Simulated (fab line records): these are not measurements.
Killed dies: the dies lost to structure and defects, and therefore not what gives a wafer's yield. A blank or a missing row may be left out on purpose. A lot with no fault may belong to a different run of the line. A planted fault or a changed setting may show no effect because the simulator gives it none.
Matching of chambers    flow n5 finfet    N5_HKMG_FIN_ETCH_86 on rie diel-01 has 4 sister chambers
The step etches SOC in N2/H2, stops on TiN, target depth 393.2 nm. 16 wafers are shown with their chamber, then 8 later ones without.

WAFERS, EACH WITH ITS CHAMBER
wafer   chamber  showerhead plenum p Torr (Torr)  drypump motor current A (A)  throttle valve pct (%)
L083.1  2        2.44                             4.8                          17.97
L083.2  1        2.63                             5.0                          17.83
L083.4  3        2.69                             6.2                          17.45
L087.2  1        2.63                             5.1                          17.86
L087.4  3        2.69                             6.2                          17.47
L087.6  1        2.63                             5.1                          17.87
L091.2  1        2.62                             5.0                          17.87
L091.3  0        2.53                             5.8                          17.68
L091.4  3        2.68                             6.2                          17.49
L092.1  3        2.68                             6.2                          17.47
L092.2  0        2.53                             5.9                          17.68
L092.5  3        2.68                             6.2                          17.49
L093.2  3        2.68                             6.1                          17.50
L093.4  0        2.53                             5.8                          17.69
L093.6  1        2.62                             5.1                          17.88
L094.2  2        2.43                             4.8                          18.01

SIGNATURES (means of the wafers above)
reading                   chamber 0  chamber 1  chamber 2  chamber 3  scatter within a chamber
showerhead plenum p Torr  2.5300     2.6260     2.4350     2.6833     0.00503
drypump motor current A   5.833      5.060      4.800      6.183      0.0474
throttle valve pct        17.6833    17.8620    17.9900    17.4783    0.0183
Rule: for a wafer and a chamber, the distance is found by dividing, reading by reading, the gap between the wafer's reading and the chamber's mean by the reading's scatter, squaring, summing and taking the root. If the next closest chamber is less than 2 further off than the closest, the wafer can't be placed; otherwise it belongs to the closest. The scatter: the root of (the sum of the squares of (reading less its chamber's mean) over the shown wafers, divided by (wafers less chambers)).

WAFERS MISSING THEIR CHAMBER
wafer   showerhead plenum p Torr (Torr)  drypump motor current A (A)  throttle valve pct (%)
L094.5  2.43                             4.9                          18.01
L094.6  2.62                             5.1                          17.89
L097.1  2.53                             5.8                          17.71
L097.2  2.43                             4.8                          18.02
L097.3  2.62                             5.1                          17.90
L097.4  2.68                             6.2                          17.47
L097.5  2.68                             6.2                          17.51
L097.6  2.43                             4.8                          18.03

EACH ONE'S CHAMBER
wafer   from the rows above  in truth
L094.5  2                    2
L094.6  1                    1
L097.1  0                    0
L097.2  2                    2
L097.3  1                    1
L097.4  3                    3
L097.5  3                    3
L097.6  2                    2
Correctly placed: 8 of 8. From these rows, 0 cannot be placed. 0 placed wrongly.
